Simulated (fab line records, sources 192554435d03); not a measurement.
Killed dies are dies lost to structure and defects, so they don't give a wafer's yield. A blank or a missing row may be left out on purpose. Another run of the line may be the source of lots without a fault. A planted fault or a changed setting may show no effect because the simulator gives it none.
Which tool was responsible? / flow n5_finfet / 72 wafers from 24 lots sampled at 5 of the route's 1938 steps

WHAT THE GAUGES READ, wafer by wafer
N5_MOL_CONTACT_COAG_OVL_MEAS_85. Usual: for VG_OVL the level is -0.4 nm and the standard deviation is 0.84.
lot=L074; measured=day 5 08:47; on=overlay-02; VG_OVL (nm)=0.6 0.7 0.4; flag=
lot=L075; measured=day 5 09:31; on=overlay-01; VG_OVL (nm)=-1.2 -0.3 -1.8; flag=
lot=L076; measured=day 5 17:14; on=overlay-02; VG_OVL (nm)=-0.1 0.3 -0.3; flag=
lot=L077; measured=day 5 19:55; on=overlay-02; VG_OVL (nm)=-1.0 -1.7 -0.8; flag=
lot=L078; measured=day 6 02:20; on=overlay-02; VG_OVL (nm)=0.2 -1.6 -1.4; flag=
lot=L079; measured=day 6 05:46; on=overlay-02; VG_OVL (nm)=-1.2 -0.2 -0.3; flag=
lot=L080; measured=day 6 18:28; on=overlay-02; VG_OVL (nm)=0.2 0.8 -0.6; flag=
lot=L081; measured=day 7 01:20; on=overlay-01; VG_OVL (nm)=0.2 0.3 -0.5; flag=
lot=L082; measured=day 7 06:20; on=overlay-02; VG_OVL (nm)=0.7 -0.9 -0.6; flag=
lot=L083; measured=day 7 07:02; on=overlay-02; VG_OVL (nm)=-0.9 -0.3 -1.4; flag=
lot=L084; measured=day 7 15:23; on=overlay-01; VG_OVL (nm)=0.9 0.4 0.5; flag=
lot=L085; measured=day 8 00:46; on=overlay-02; VG_OVL (nm)=0.5 0.2 0.6; flag=
lot=L086; measured=day 8 08:09; on=overlay-02; VG_OVL (nm)=0.2 -0.6 0.3; flag=
lot=L087; measured=day 8 12:09; on=overlay-02; VG_OVL (nm)=-0.3 1.4 -1.6; flag=
lot=L088; measured=day 8 18:12; on=overlay-02; VG_OVL (nm)=0.7 0.0 -0.7; flag=
lot=L089; measured=day 8 20:22; on=overlay-01; VG_OVL (nm)=0.1 1.0 1.4; flag=
lot=L090; measured=day 9 01:27; on=overlay-01; VG_OVL (nm)=-2.8 -0.7 -2.1; flag=
lot=L091; measured=day 9 12:45; on=overlay-02; VG_OVL (nm)=-2.1 -0.7 -0.5; flag=
lot=L092; measured=day 9 13:26; on=overlay-02; VG_OVL (nm)=-1.1 -1.4 -0.9; flag=
lot=L093; measured=day 9 18:05; on=overlay-01; VG_OVL (nm)=-1.2 0.1 -1.8; flag=
lot=L094; measured=day 10 06:26; on=overlay-02; VG_OVL (nm)=-0.1 -0.3 0.6; flag=
lot=L095; measured=day 10 12:35; on=overlay-01; VG_OVL (nm)=0.1 0.6 0.2; flag=
lot=L096; measured=day 10 14:19; on=overlay-02; VG_OVL (nm)=-1.2 -1.4 -1.1; flag=
lot=L097; measured=day 10 19:23; on=overlay-02; VG_OVL (nm)=-0.6 -0.6 -0.2; flag=

WHICH TOOL RAN EACH LOT (tool, then ch and the chambers of the sampled wafers, then the start)
lot=L074; N5_GATE_CUT_STRIP_42=rie_diel-03 ch 2,3, day 4 15:41; N5_MOL_CONTACT_COAG_ALD_20=ald_metal-01 ch 1,2, day 4 22:16; N5_MOL_CONTACT_COAG_SPUTTER_143=pvd_sputter-02, day 5 01:17; N5_MOL_CONTACT_COAG_CMP_23=cmp-01 ch 2,3, day 5 05:12
lot=L075; N5_GATE_CUT_STRIP_42=rie_diel-06 ch 1,3, day 4 19:29; N5_MOL_CONTACT_COAG_ALD_20=ald_metal-03 ch 1,2,3, day 5 01:10; N5_MOL_CONTACT_COAG_SPUTTER_143=pvd_sputter-01, day 5 02:44; N5_MOL_CONTACT_COAG_CMP_23=cmp-04 ch 0,3, day 5 05:20
lot=L076; N5_GATE_CUT_STRIP_42=rie_diel-03 ch 0,2, day 5 03:12; N5_MOL_CONTACT_COAG_ALD_20=ald_metal-01 ch 2,3, day 5 08:01; N5_MOL_CONTACT_COAG_SPUTTER_143=pvd_sputter-01, day 5 09:19; N5_MOL_CONTACT_COAG_CMP_23=cmp-01 ch 2,3, day 5 12:53
lot=L077; N5_GATE_CUT_STRIP_42=rie_diel-03 ch 1,2, day 5 06:08; N5_MOL_CONTACT_COAG_ALD_20=ald_metal-01 ch 2,3, day 5 11:30; N5_MOL_CONTACT_COAG_SPUTTER_143=pvd_sputter-02, day 5 12:56; N5_MOL_CONTACT_COAG_CMP_23=cmp-02 ch 1,2, day 5 16:04
lot=L078; N5_GATE_CUT_STRIP_42=rie_diel-01 ch 0,2,3, day 5 14:13; N5_MOL_CONTACT_COAG_ALD_20=ald_metal-02 ch 0,3, day 5 18:53; N5_MOL_CONTACT_COAG_SPUTTER_143=pvd_sputter-02, day 5 19:40; N5_MOL_CONTACT_COAG_CMP_23=cmp-01 ch 0,1,3, day 5 22:38
lot=L079; N5_GATE_CUT_STRIP_42=rie_diel-03 ch 2,3, day 5 16:50; N5_MOL_CONTACT_COAG_ALD_20=ald_metal-01 ch 0,1,2, day 5 21:53; N5_MOL_CONTACT_COAG_SPUTTER_143=pvd_sputter-03, day 5 22:59; N5_MOL_CONTACT_COAG_CMP_23=cmp-01 ch 1,3, day 6 02:07
lot=L080; N5_GATE_CUT_STRIP_42=rie_diel-06 ch 1,2,3, day 6 01:53; N5_MOL_CONTACT_COAG_ALD_20=ald_metal-01 ch 1,2,3, day 6 07:59; N5_MOL_CONTACT_COAG_SPUTTER_143=pvd_sputter-01, day 6 09:17; N5_MOL_CONTACT_COAG_CMP_23=cmp-01 ch 1,2,3, day 6 14:40
lot=L081; N5_GATE_CUT_STRIP_42=rie_diel-06 ch 0,2, day 6 07:25; N5_MOL_CONTACT_COAG_ALD_20=ald_metal-02 ch 0,1,2, day 6 12:40; N5_MOL_CONTACT_COAG_SPUTTER_143=pvd_sputter-01, day 6 16:50; N5_MOL_CONTACT_COAG_CMP_23=cmp-04 ch 0,1,3, day 6 21:34
lot=L082; N5_GATE_CUT_STRIP_42=rie_diel-06 ch 0,2, day 6 14:25; N5_MOL_CONTACT_COAG_ALD_20=ald_metal-01 ch 1,2, day 6 21:02; N5_MOL_CONTACT_COAG_SPUTTER_143=pvd_sputter-02, day 6 22:48; N5_MOL_CONTACT_COAG_CMP_23=cmp-02 ch 1,2,3, day 7 02:19
lot=L083; N5_GATE_CUT_STRIP_42=rie_diel-01 ch 1,2,3, day 6 17:37; N5_MOL_CONTACT_COAG_ALD_20=ald_metal-01 ch 1,2,3, day 6 22:38; N5_MOL_CONTACT_COAG_SPUTTER_143=pvd_sputter-01, day 6 23:49; N5_MOL_CONTACT_COAG_CMP_23=cmp-02 ch 1,2,3, day 7 03:17
lot=L084; N5_GATE_CUT_STRIP_42=rie_diel-01 ch 1,2, day 7 00:10; N5_MOL_CONTACT_COAG_ALD_20=ald_metal-01 ch 0,2,3, day 7 06:25; N5_MOL_CONTACT_COAG_SPUTTER_143=pvd_sputter-03, day 7 07:37; N5_MOL_CONTACT_COAG_CMP_23=cmp-01 ch 2,3, day 7 11:13
lot=L085; N5_GATE_CUT_STRIP_42=rie_diel-06 ch 0,2,3, day 7 09:27; N5_MOL_CONTACT_COAG_ALD_20=ald_metal-01 ch 1,2, day 7 15:17; N5_MOL_CONTACT_COAG_SPUTTER_143=pvd_sputter-02, day 7 17:16; N5_MOL_CONTACT_COAG_CMP_23=cmp-04 ch 0,2,3, day 7 21:11
lot=L086; N5_GATE_CUT_STRIP_42=rie_diel-03 ch 0,1, day 7 19:08; N5_MOL_CONTACT_COAG_ALD_20=ald_metal-01 ch 1,2, day 8 00:17; N5_MOL_CONTACT_COAG_SPUTTER_143=pvd_sputter-03, day 8 01:20; N5_MOL_CONTACT_COAG_CMP_23=cmp-04 ch 0,1,2, day 8 04:22
lot=L087; N5_GATE_CUT_STRIP_42=rie_diel-06 ch 0,2,3, day 7 20:20; N5_MOL_CONTACT_COAG_ALD_20=ald_metal-01 ch 0,2,3, day 8 01:16; N5_MOL_CONTACT_COAG_SPUTTER_143=pvd_sputter-01, day 8 04:01; N5_MOL_CONTACT_COAG_CMP_23=cmp-02 ch 0,1, day 8 07:56
lot=L088; N5_GATE_CUT_STRIP_42=rie_diel-06 ch 0,1,2, day 8 04:31; N5_MOL_CONTACT_COAG_ALD_20=ald_metal-01 ch 0,2,3, day 8 09:11; N5_MOL_CONTACT_COAG_SPUTTER_143=pvd_sputter-01, day 8 11:48; N5_MOL_CONTACT_COAG_CMP_23=cmp-01 ch 0,1,3, day 8 14:02
lot=L089; N5_GATE_CUT_STRIP_42=rie_diel-01 ch 0,1, day 8 05:38; N5_MOL_CONTACT_COAG_ALD_20=ald_metal-03 ch 1,2, day 8 11:22; N5_MOL_CONTACT_COAG_SPUTTER_143=pvd_sputter-01, day 8 12:42; N5_MOL_CONTACT_COAG_CMP_23=cmp-02 ch 1,2,3, day 8 16:33
lot=L090; N5_GATE_CUT_STRIP_42=rie_diel-01 ch 0,2,3, day 8 11:04; N5_MOL_CONTACT_COAG_ALD_20=ald_metal-01 ch 1,2, day 8 15:57; N5_MOL_CONTACT_COAG_SPUTTER_143=pvd_sputter-02, day 8 16:47; N5_MOL_CONTACT_COAG_CMP_23=cmp-01 ch 1,3, day 8 20:28
lot=L091; N5_GATE_CUT_STRIP_42=rie_diel-03 ch 1,2,3, day 8 22:20; N5_MOL_CONTACT_COAG_ALD_20=ald_metal-01 ch 0,1,3, day 9 04:05; N5_MOL_CONTACT_COAG_SPUTTER_143=pvd_sputter-03, day 9 05:42; N5_MOL_CONTACT_COAG_CMP_23=cmp-01 ch 1,2,3, day 9 08:06
lot=L092; N5_GATE_CUT_STRIP_42=rie_diel-03 ch 1,3, day 8 23:42; N5_MOL_CONTACT_COAG_ALD_20=ald_metal-03 ch 0,1,3, day 9 04:37; N5_MOL_CONTACT_COAG_SPUTTER_143=pvd_sputter-03, day 9 06:02; N5_MOL_CONTACT_COAG_CMP_23=cmp-02 ch 0,1,2, day 9 09:50
lot=L093; N5_GATE_CUT_STRIP_42=rie_diel-01 ch 0,1,3, day 9 05:44; N5_MOL_CONTACT_COAG_ALD_20=ald_metal-01 ch 1,2, day 9 10:18; N5_MOL_CONTACT_COAG_SPUTTER_143=pvd_sputter-02, day 9 11:02; N5_MOL_CONTACT_COAG_CMP_23=cmp-01 ch 0,1,2, day 9 14:31
lot=L094; N5_GATE_CUT_STRIP_42=rie_diel-01 ch 1,2,3, day 9 13:25; N5_MOL_CONTACT_COAG_ALD_20=ald_metal-02 ch 0,2,3, day 9 18:13; N5_MOL_CONTACT_COAG_SPUTTER_143=pvd_sputter-03, day 9 22:20; N5_MOL_CONTACT_COAG_CMP_23=cmp-01 ch 0,1,3, day 10 02:33
lot=L095; N5_GATE_CUT_STRIP_42=rie_diel-01 ch 1,2, day 9 23:11; N5_MOL_CONTACT_COAG_ALD_20=ald_metal-01 ch 0,2,3, day 10 04:03; N5_MOL_CONTACT_COAG_SPUTTER_143=pvd_sputter-02, day 10 05:41; N5_MOL_CONTACT_COAG_CMP_23=cmp-01 ch 0,2, day 10 08:30
lot=L096; N5_GATE_CUT_STRIP_42=rie_diel-01 ch 1,2,3, day 10 00:32; N5_MOL_CONTACT_COAG_ALD_20=ald_metal-03 ch 0,1,3, day 10 05:15; N5_MOL_CONTACT_COAG_SPUTTER_143=pvd_sputter-03, day 10 06:45; N5_MOL_CONTACT_COAG_CMP_23=cmp-01 ch 2,3, day 10 10:43
lot=L097; N5_GATE_CUT_STRIP_42=rie_diel-06 ch 0,3, day 10 05:04; N5_MOL_CONTACT_COAG_ALD_20=ald_metal-02 ch 2,3, day 10 10:30; N5_MOL_CONTACT_COAG_SPUTTER_143=pvd_sputter-01, day 10 11:41; N5_MOL_CONTACT_COAG_CMP_23=cmp-01 ch 1,3, day 10 15:32
- N5_GATE_CUT_STRIP_42: strips in O2.
- N5_MOL_CONTACT_COAG_ALD_20: deposits TiN, target thk 1.5 nm, pulse time 1 s, purge time 3 s.
- N5_MOL_CONTACT_COAG_SPUTTER_143: material Co, target thk 2.5 nm.
- N5_MOL_CONTACT_COAG_CMP_23: polishes, stops on SiO2, t overpolish 1.5 s, target thk 0 nm.

AS READ BY THE TOOLS THEMSELVES (means over the sampled wafers that have a number; for cases with no such wafer, the mark the record gives instead)
N5_GATE_CUT_STRIP_42. Usual: drypump_motor_current_A 5.7 A, standard deviation 0.55; oes_product_au 0.80 a.u., standard deviation 0.078; rf_vpp_V 3.7 V, standard deviation 0.5; showerhead_plenum_p_Torr 2.11 Torr, standard deviation 0.062; throttle_valve_pct 16.66 %, standard deviation 0.28.
lot=L074; tool=rie_diel-03; drypump_motor_current_A (A)=5.0; oes_product_au (a.u.)=0.81; rf_vpp_V (V)=3.5; showerhead_plenum_p_Torr (Torr)=2.11; throttle_valve_pct (%)=16.65; flag=
lot=L075; tool=rie_diel-06; drypump_motor_current_A (A)=5.5; oes_product_au (a.u.)=0.72; rf_vpp_V (V)=4.1; showerhead_plenum_p_Torr (Torr)=2.14; throttle_valve_pct (%)=16.96; flag=
lot=L076; tool=rie_diel-03; drypump_motor_current_A (A)=5.3; oes_product_au (a.u.)=0.74; rf_vpp_V (V)=3.6; showerhead_plenum_p_Torr (Torr)=2.14; throttle_valve_pct (%)=16.85; flag=
lot=L077; tool=rie_diel-03; drypump_motor_current_A (A)=5.1; oes_product_au (a.u.)=0.83; rf_vpp_V (V)=3.8; showerhead_plenum_p_Torr (Torr)=2.11; throttle_valve_pct (%)=16.71; flag=
lot=L078; tool=rie_diel-01; drypump_motor_current_A (A)=6.0; oes_product_au (a.u.)=0.82; rf_vpp_V (V)=4.1; showerhead_plenum_p_Torr (Torr)=2.13; throttle_valve_pct (%)=16.66; flag=
lot=L079; tool=rie_diel-03; drypump_motor_current_A (A)=4.8; oes_product_au (a.u.)=0.80; rf_vpp_V (V)=3.7; showerhead_plenum_p_Torr (Torr)=2.07; throttle_valve_pct (%)=16.68; flag=
lot=L080; tool=rie_diel-06; drypump_motor_current_A (A)=5.7; oes_product_au (a.u.)=0.74; rf_vpp_V (V)=3.6; showerhead_plenum_p_Torr (Torr)=2.15; throttle_valve_pct (%)=16.76; flag=
lot=L081; tool=rie_diel-06; drypump_motor_current_A (A)=6.4; oes_product_au (a.u.)=0.88; rf_vpp_V (V)=3.7; showerhead_plenum_p_Torr (Torr)=2.15; throttle_valve_pct (%)=16.20; flag=
lot=L082; tool=rie_diel-06; drypump_motor_current_A (A)=6.2; oes_product_au (a.u.)=0.82; rf_vpp_V (V)=3.7; showerhead_plenum_p_Torr (Torr)=2.16; throttle_valve_pct (%)=16.37; flag=
lot=L083; tool=rie_diel-01; drypump_motor_current_A (A)=6.0; oes_product_au (a.u.)=0.80; rf_vpp_V (V)=3.9; showerhead_plenum_p_Torr (Torr)=2.10; throttle_valve_pct (%)=16.65; flag=
lot=L084; tool=rie_diel-01; drypump_motor_current_A (A)=5.8; oes_product_au (a.u.)=0.75; rf_vpp_V (V)=3.6; showerhead_plenum_p_Torr (Torr)=2.08; throttle_valve_pct (%)=16.82; flag=
lot=L085; tool=rie_diel-06; drypump_motor_current_A (A)=6.2; oes_product_au (a.u.)=0.82; rf_vpp_V (V)=3.7; showerhead_plenum_p_Torr (Torr)=2.14; throttle_valve_pct (%)=16.41; flag=
lot=L086; tool=rie_diel-03; drypump_motor_current_A (A)=5.2; oes_product_au (a.u.)=0.87; rf_vpp_V (V)=2.8; showerhead_plenum_p_Torr (Torr)=2.07; throttle_valve_pct (%)=16.74; flag=
lot=L087; tool=rie_diel-06; drypump_motor_current_A (A)=6.2; oes_product_au (a.u.)=0.82; rf_vpp_V (V)=3.6; showerhead_plenum_p_Torr (Torr)=2.14; throttle_valve_pct (%)=16.42; flag=
lot=L088; tool=rie_diel-06; drypump_motor_current_A (A)=5.9; oes_product_au (a.u.)=0.87; rf_vpp_V (V)=4.3; showerhead_plenum_p_Torr (Torr)=2.15; throttle_valve_pct (%)=16.44; flag=
lot=L089; tool=rie_diel-01; drypump_motor_current_A (A)=5.9; oes_product_au (a.u.)=0.71; rf_vpp_V (V)=2.9; showerhead_plenum_p_Torr (Torr)=2.04; throttle_valve_pct (%)=16.90; flag=
lot=L090; tool=rie_diel-01; drypump_motor_current_A (A)=6.1; oes_product_au (a.u.)=0.79; rf_vpp_V (V)=3.5; showerhead_plenum_p_Torr (Torr)=2.13; throttle_valve_pct (%)=16.70; flag=
lot=L091; tool=rie_diel-03; drypump_motor_current_A (A)=4.9; oes_product_au (a.u.)=0.79; rf_vpp_V (V)=3.3; showerhead_plenum_p_Torr (Torr)=2.06; throttle_valve_pct (%)=16.78; flag=
lot=L092; tool=rie_diel-03; drypump_motor_current_A (A)=4.9; oes_product_au (a.u.)=0.81; rf_vpp_V (V)=3.6; showerhead_plenum_p_Torr (Torr)=2.03; throttle_valve_pct (%)=16.83; flag=
lot=L093; tool=rie_diel-01; drypump_motor_current_A (A)=6.0; oes_product_au (a.u.)=0.76; rf_vpp_V (V)=4.2; showerhead_plenum_p_Torr (Torr)=2.06; throttle_valve_pct (%)=16.75; flag=
lot=L094; tool=rie_diel-01; drypump_motor_current_A (A)=6.0; oes_product_au (a.u.)=0.78; rf_vpp_V (V)=4.0; showerhead_plenum_p_Torr (Torr)=2.09; throttle_valve_pct (%)=16.69; flag=
lot=L095; tool=rie_diel-01; drypump_motor_current_A (A)=5.8; oes_product_au (a.u.)=0.74; rf_vpp_V (V)=3.8; showerhead_plenum_p_Torr (Torr)=2.14; throttle_valve_pct (%)=16.83; flag=
lot=L096; tool=rie_diel-01; drypump_motor_current_A (A)=6.0; oes_product_au (a.u.)=0.78; rf_vpp_V (V)=4.0; showerhead_plenum_p_Torr (Torr)=2.09; throttle_valve_pct (%)=16.69; flag=
lot=L097; tool=rie_diel-06; drypump_motor_current_A (A)=6.4; oes_product_au (a.u.)=0.84; rf_vpp_V (V)=3.6; showerhead_plenum_p_Torr (Torr)=2.12; throttle_valve_pct (%)=16.28; flag=

N5_MOL_CONTACT_COAG_ALD_20. Usual: heater_power_w 851 W, standard deviation 96; precursor_pulse_height_rel 1.000, standard deviation 0.018.
lot=L074; tool=ald_metal-01; heater_power_w (W)=760; precursor_pulse_height_rel=1.005; flag=
lot=L075; tool=ald_metal-03; heater_power_w (W)=855; precursor_pulse_height_rel=0.983; flag=
lot=L076; tool=ald_metal-01; heater_power_w (W)=868; precursor_pulse_height_rel=1.003; flag=
lot=L077; tool=ald_metal-01; heater_power_w (W)=884; precursor_pulse_height_rel=1.001; flag=
lot=L078; tool=ald_metal-02; heater_power_w (W)=869; precursor_pulse_height_rel=0.986; flag=
lot=L079; tool=ald_metal-01; heater_power_w (W)=865; precursor_pulse_height_rel=1.032; flag=
lot=L080; tool=ald_metal-01; heater_power_w (W)=817; precursor_pulse_height_rel=0.994; flag=
lot=L081; tool=ald_metal-02; heater_power_w (W)=741; precursor_pulse_height_rel=1.006; flag=
lot=L082; tool=ald_metal-01; heater_power_w (W)=838; precursor_pulse_height_rel=1.003; flag=
lot=L083; tool=ald_metal-01; heater_power_w (W)=807; precursor_pulse_height_rel=1.020; flag=
lot=L084; tool=ald_metal-01; heater_power_w (W)=927; precursor_pulse_height_rel=0.993; flag=
lot=L085; tool=ald_metal-01; heater_power_w (W)=840; precursor_pulse_height_rel=0.998; flag=
lot=L086; tool=ald_metal-01; heater_power_w (W)=821; precursor_pulse_height_rel=0.995; flag=
lot=L087; tool=ald_metal-01; heater_power_w (W)=903; precursor_pulse_height_rel=1.008; flag=
lot=L088; tool=ald_metal-01; heater_power_w (W)=912; precursor_pulse_height_rel=0.984; flag=
lot=L089; tool=ald_metal-03; heater_power_w (W)=861; precursor_pulse_height_rel=0.987; flag=
lot=L090; tool=ald_metal-01; heater_power_w (W)=770; precursor_pulse_height_rel=1.000; flag=
lot=L091; tool=ald_metal-01; heater_power_w (W)=853; precursor_pulse_height_rel=0.999; flag=
lot=L092; tool=ald_metal-03; heater_power_w (W)=852; precursor_pulse_height_rel=1.002; flag=
lot=L093; tool=ald_metal-01; heater_power_w (W)=836; precursor_pulse_height_rel=0.990; flag=
lot=L094; tool=ald_metal-02; heater_power_w (W)=822; precursor_pulse_height_rel=0.999; flag=
lot=L095; tool=ald_metal-01; heater_power_w (W)=917; precursor_pulse_height_rel=0.992; flag=
lot=L096; tool=ald_metal-03; heater_power_w (W)=871; precursor_pulse_height_rel=1.011; flag=
lot=L097; tool=ald_metal-02; heater_power_w (W)=888; precursor_pulse_height_rel=0.994; flag=

N5_MOL_CONTACT_COAG_SPUTTER_143. Usual: throttle_valve_pct at 30.2 %, with a standard deviation of 0.96.
lot=L074; tool=pvd_sputter-02; throttle_valve_pct (%)=30.3; flag=
lot=L075; tool=pvd_sputter-01; throttle_valve_pct (%)=29.7; flag=
lot=L076; tool=pvd_sputter-01; throttle_valve_pct (%)=29.5; flag=
lot=L077; tool=pvd_sputter-02; throttle_valve_pct (%)=31.4; flag=
lot=L078; tool=pvd_sputter-02; throttle_valve_pct (%)=30.2; flag=
lot=L079; tool=pvd_sputter-03; throttle_valve_pct (%)=30.8; flag=
lot=L080; tool=pvd_sputter-01; throttle_valve_pct (%)=30.3; flag=
lot=L081; tool=pvd_sputter-01; throttle_valve_pct (%)=30.4; flag=
lot=L082; tool=pvd_sputter-02; throttle_valve_pct (%)=30.0; flag=
lot=L083; tool=pvd_sputter-01; throttle_valve_pct (%)=29.5; flag=
lot=L084; tool=pvd_sputter-03; throttle_valve_pct (%)=30.2; flag=
lot=L085; tool=pvd_sputter-02; throttle_valve_pct (%)=30.0; flag=
lot=L086; tool=pvd_sputter-03; throttle_valve_pct (%)=30.8; flag=
lot=L087; tool=pvd_sputter-01; throttle_valve_pct (%)=29.6; flag=
lot=L088; tool=pvd_sputter-01; throttle_valve_pct (%)=30.4; flag=
lot=L089; tool=pvd_sputter-01; throttle_valve_pct (%)=29.7; flag=
lot=L090; tool=pvd_sputter-02; throttle_valve_pct (%)=29.7; flag=
lot=L091; tool=pvd_sputter-03; throttle_valve_pct (%)=31.0; flag=
lot=L092; tool=pvd_sputter-03; throttle_valve_pct (%)=30.4; flag=
lot=L093; tool=pvd_sputter-02; throttle_valve_pct (%)=31.1; flag=
lot=L094; tool=pvd_sputter-03; throttle_valve_pct (%)=30.4; flag=
lot=L095; tool=pvd_sputter-02; throttle_valve_pct (%)=30.5; flag=
lot=L096; tool=pvd_sputter-03; throttle_valve_pct (%)=30.8; flag=
lot=L097; tool=pvd_sputter-01; throttle_valve_pct (%)=29.7; flag=

N5_MOL_CONTACT_COAG_CMP_23. Usual: motor_current_A 8.2 A, standard deviation 1; overpolish_run_s 1.502 s, standard deviation 0.01; time_to_endpoint_s 9.1 s, standard deviation 2.4.
lot=L074; tool=cmp-01; motor_current_A (A)=8.2; overpolish_run_s (s)=1.500; time_to_endpoint_s (s)=9.4; flag=
lot=L075; tool=cmp-04; motor_current_A (A)=7.6; overpolish_run_s (s)=1.508; time_to_endpoint_s (s)=8.6; flag=
lot=L076; tool=cmp-01; motor_current_A (A)=8.1; overpolish_run_s (s)=1.507; time_to_endpoint_s (s)=12.2; flag=
lot=L077; tool=cmp-02; motor_current_A (A)=8.2; overpolish_run_s (s)=1.499; time_to_endpoint_s (s)=8.8; flag=
lot=L078; tool=cmp-01; motor_current_A (A)=8.2; overpolish_run_s (s)=1.499; time_to_endpoint_s (s)=9.1; flag=
lot=L079; tool=cmp-01; motor_current_A (A)=8.3; overpolish_run_s (s)=1.504; time_to_endpoint_s (s)=8.5; flag=
lot=L080; tool=cmp-01; motor_current_A (A)=7.5; overpolish_run_s (s)=1.512; time_to_endpoint_s (s)=6.9; flag=
lot=L081; tool=cmp-04; motor_current_A (A)=7.9; overpolish_run_s (s)=1.505; time_to_endpoint_s (s)=9.9; flag=
lot=L082; tool=cmp-02; motor_current_A (A)=8.5; overpolish_run_s (s)=1.502; time_to_endpoint_s (s)=4.9; flag=
lot=L083; tool=cmp-02; motor_current_A (A)=8.6; overpolish_run_s (s)=1.493; time_to_endpoint_s (s)=8.3; flag=
lot=L084; tool=cmp-01; motor_current_A (A)=8.3; overpolish_run_s (s)=1.500; time_to_endpoint_s (s)=8.5; flag=
lot=L085; tool=cmp-04; motor_current_A (A)=7.5; overpolish_run_s (s)=1.503; time_to_endpoint_s (s)=9.6; flag=
lot=L086; tool=cmp-04; motor_current_A (A)=8.0; overpolish_run_s (s)=1.506; time_to_endpoint_s (s)=8.4; flag=
lot=L087; tool=cmp-02; motor_current_A (A)=8.5; overpolish_run_s (s)=1.506; time_to_endpoint_s (s)=8.1; flag=
lot=L088; tool=cmp-01; motor_current_A (A)=8.5; overpolish_run_s (s)=1.504; time_to_endpoint_s (s)=10.5; flag=
lot=L089; tool=cmp-02; motor_current_A (A)=8.7; overpolish_run_s (s)=1.486; time_to_endpoint_s (s)=10.1; flag=
lot=L090; tool=cmp-01; motor_current_A (A)=8.1; overpolish_run_s (s)=1.515; time_to_endpoint_s (s)=8.8; flag=
lot=L091; tool=cmp-01; motor_current_A (A)=7.7; overpolish_run_s (s)=1.505; time_to_endpoint_s (s)=9.1; flag=
lot=L092; tool=cmp-02; motor_current_A (A)=8.3; overpolish_run_s (s)=1.505; time_to_endpoint_s (s)=9.2; flag=
lot=L093; tool=cmp-01; motor_current_A (A)=7.5; overpolish_run_s (s)=1.492; time_to_endpoint_s (s)=9.9; flag=
lot=L094; tool=cmp-01; motor_current_A (A)=8.5; overpolish_run_s (s)=1.506; time_to_endpoint_s (s)=11.1; flag=
lot=L095; tool=cmp-01; motor_current_A (A)=8.7; overpolish_run_s (s)=1.505; time_to_endpoint_s (s)=11.2; flag=
lot=L096; tool=cmp-01; motor_current_A (A)=8.4; overpolish_run_s (s)=1.500; time_to_endpoint_s (s)=9.9; flag=
lot=L097; tool=cmp-01; motor_current_A (A)=8.3; overpolish_run_s (s)=1.495; time_to_endpoint_s (s)=10.5; flag=

THE ANSWER, worked out from the rows above alone
Rule: a lot counts as off when the mean over its wafers that have a number is more than 3 standard deviations away from the usual mean. A lot without any number at a reading at which 4 lots or more have one is off too. Any other lot the step has rows for is counted as sound. Order of review: gauges by route order, followed by the tools' own readings, for which a lot's mean as printed above is used. At the first step where some lot is off, the reading lying furthest off is the one used; lots without a number count as furthest.
Nothing can be told from this: no lot is off at any reading shown.

WHAT THE SIMULATOR PUT IN
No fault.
